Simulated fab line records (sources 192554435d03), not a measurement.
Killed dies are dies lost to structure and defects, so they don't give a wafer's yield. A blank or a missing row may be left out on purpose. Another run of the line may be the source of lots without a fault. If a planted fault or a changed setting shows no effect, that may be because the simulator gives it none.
8D (eight disciplines) problem report, filled in by code    flow n5-finfet    the parts of the form that need people (team, actions taken, sign-off) are left out

1. WHAT IS WRONG
VT_N_LONG at N5_BEOL_M4_RC_MEAS_101 reads a mean of 422.8 mV on 9 wafers of 3 lots; wafers without a fault read 275.5 mV with a standard deviation of 1.8. That is +82 standard deviations from the usual mean.
First seen on wafer L238.3, day 13 15:25, on prober-01. The record holds 27 wafers of 9 lots with a number at this step. The rule behind "out" and "out of limits": a value lying over 4 standard deviations away from the usual mean. The rest of the wafers with a number are treated as sound.

2. WHAT IT IS, WHAT IT ISN'T
question                     is                                                                             is not
which readings at this step  VT_N_LONG, IOFF_N, IOFF_N_85C, IOFF_N_LIN, IOFF_N_LONG, ION_N, VT_N, VT_N_LVT  DIBL_N, DIBL_P, IOFF_P, VT_P
which lots                   L238, L240, L241                                                               L220, L223, L228, L231, L232, L237
which wafers of those lots   all that have a number                                                         -
read on which gauges         prober-01, prober-02                                                           -
when                         from day 13 15:25                                                              up to then (15 sound wafers); but 3 sound wafers of L237 came after

3. THE SUSPECTS, EACH WITH WHAT RULES IT OUT
Counting: a tool stays on the suspect list if, at a process step up to the reading, it processed all lots that are out and no sound lot following the first of them.
- the gauge at N5_BEOL_M4_RC_MEAS_101: ruled out. Those wafers that are out were read across 2 gauges (prober-01, prober-02).
- wet-bench-02 at N5_HKMG_FIN_WET_ETCH_18 (etches TiN in SC1, time 55 s, target depth 5.2 nm, rinse time 30 s): kept. All lots that are out passed through it, beginning with L238 at day 9 02:56, and no sound lot followed; its final sound lot before that point was L237 at day 8 17:16.
Remaining after the count: wet-bench-02 at N5_HKMG_FIN_WET_ETCH_18.

4. THE CAUSE (what the simulator had put in)
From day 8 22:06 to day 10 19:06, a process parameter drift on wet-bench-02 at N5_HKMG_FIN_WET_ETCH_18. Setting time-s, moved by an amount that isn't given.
After counting, this tool was the only one left.

5. SEQUENCE OF EFFECTS, ordered by route
Rows list readings where the struck wafers' mean (over those with a number) sits beyond 3 standard deviations from the usual. Only readings whose record carries a usual standard deviation are examined. hours: median over the lots of the time between each lot's start at the first step of this table that gives one and its start at this step. sigmas: the change, counted in usual standard deviations.
hours  step                     reading           usual           on struck wafers  change     sigmas
0      N5_BEOL_M4_RC_MEAS_101   IOFF_N            0.153 nA/um     0.001             -0.152     -6.6
0      N5_BEOL_M4_RC_MEAS_101   IOFF_N_85C        3.0 nA/um       0.0               -3.0       -7.7
0      N5_BEOL_M4_RC_MEAS_101   IOFF_N_LIN        0.072 nA/um     0.000             -0.072     -8.2
0      N5_BEOL_M4_RC_MEAS_101   IOFF_N_LONG       5.44e-05 nA/um  2.50e-05          -2.94e-05  -12
0      N5_BEOL_M4_RC_MEAS_101   ION_N             672 uA/um       360               -312       -32
0      N5_BEOL_M4_RC_MEAS_101   VT_N              250.4 mV        397.7             +147.3     +55
0      N5_BEOL_M4_RC_MEAS_101   VT_N_LONG         275.5 mV        422.8             +147.3     +82
0      N5_BEOL_M4_RC_MEAS_101   VT_N_LVT          99 mV           247               +148       +48
108    N5_PASSIVATION_PROBE_49  sort_bin_8_speed  0.00 %          91.06             +91.06     +99 or more
108    N5_PASSIVATION_PROBE_49  sort-n-pass       1075            0                 -1075      -63
108    N5_PASSIVATION_PROBE_49  sort-yield-pct    91.1 %          0.0               -91.1      -61
Process steps it contains:
- N5_PASSIVATION_PROBE_49

6. HOW IT WOULD HAVE BEEN CAUGHT EARLIER
113 hours passed between the start of the fault at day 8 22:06 and the first reading out of limits at a measuring or inspecting step in this record, taken at day 13 15:25.
No tool reading at N5_HKMG_FIN_WET_ETCH_18 that has a usual standard deviation in the record was out on any struck wafer, so an alarm limit of 4 standard deviations on those readings would not have fired.
Lots out: 3; all had begun N5_HKMG_FIN_WET_ETCH_18 on wet-bench-02 by day 13 15:25. A hold on the tool at that time would have spared none of them.
